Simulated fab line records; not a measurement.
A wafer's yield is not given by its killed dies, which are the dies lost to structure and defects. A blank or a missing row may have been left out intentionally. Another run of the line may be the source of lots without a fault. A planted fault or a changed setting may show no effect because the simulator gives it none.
Problem report, 8D (eight disciplines) form, completed by code | flow n5-finfet | the parts of the form that need people (team, actions taken, sign-off) are left out

1. THE PROBLEM
Wafers without a fault read 1499.9 rpm, standard deviation 1.1; spin-speed-rpm at N5_BEOL_M12_COAT_65 reads a mean of 1536.8 rpm on 6 wafers belonging to 2 lots. Relative to the usual mean, that is a shift of +34 standard deviations.
The step: time 60 s, resist thk 300 nm.
Earliest sighting: wafer L963.2 on litho-track-02 at day 12 01:39. The record holds 18 wafers of 6 lots with a number at this step. The rule behind "out" and "out of limits": a value lying over 4 standard deviations away from the usual mean. All remaining wafers that have a number are taken as sound.

2. WHAT IT IS AND WHAT IT IS NOT
question                    | is                     | is not
which readings at this step | spin-speed-rpm         | -
which lots                  | L963, L967             | L960, L971, L974, L978
which wafers of those lots  | all that have a number | -
read on which tools         | litho-track-02         | litho-track-03, litho-track-04
when                        | from day 12 01:39      | up to then (3 sound wafers); but 9 sound wafers of L971, L974, L978 came after

3. SUSPECTS, AND WHAT RULES EACH OUT
Counting: any tool at a process step up to the reading is kept as a suspect provided that every lot that is out went through it and no sound lot did after the first of them.
- plasma-asher-02 at N5_BEOL_M12_STRIP_63 (strips in N2/H2): ruled out as a lasting fault. The sound lots L971, L974 went through it after L963, its earliest lot that is out (day 12 01:23).
- plasma-asher-02 at N5_BEOL_M12_STRIP_64 (strips in N2/H2): ruled out as a lasting fault. The sound lots L971, L974 went through it after L963, its earliest lot that is out (day 12 01:27).
- litho-track-02 at N5_BEOL_M12_COAT_65 (time 60 s, resist thk 300 nm): ruled out as a lasting fault. The sound lots L974 went through it after L963, its earliest lot that is out (day 12 01:39).
Left after counting: nothing in the record.

4. THE CAUSE (what the simulator had put in)
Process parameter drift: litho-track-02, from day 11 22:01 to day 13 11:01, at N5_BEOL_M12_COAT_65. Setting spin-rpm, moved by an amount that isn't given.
Counting ruled it out, wrongly.

5. THE CHAIN OF EFFECTS, in route order
Each row: a reading where the mean over the struck wafers with a number is more than 3 standard deviations away from the usual. Only readings for which the record gives a usual standard deviation are gone through. hours: the time from each lot's start at the first step in this table that gives one to its start at this step, as a median over the lots. sigmas: the change in usual standard deviations.
hours | step                | reading        | usual      | on struck wafers | change | sigmas
0     | N5_BEOL_M12_COAT_65 | spin-speed-rpm | 1499.9 rpm | 1536.8           | +36.9  | +34
The process steps in it:
- N5_BEOL_M12_COAT_65: time 60 s, resist thk 300 nm.

6. WHAT WOULD HAVE CAUGHT IT SOONER
First out-of-limits reading in this record: day 12 01:39, which is 4 hours after fault onset at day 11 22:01.
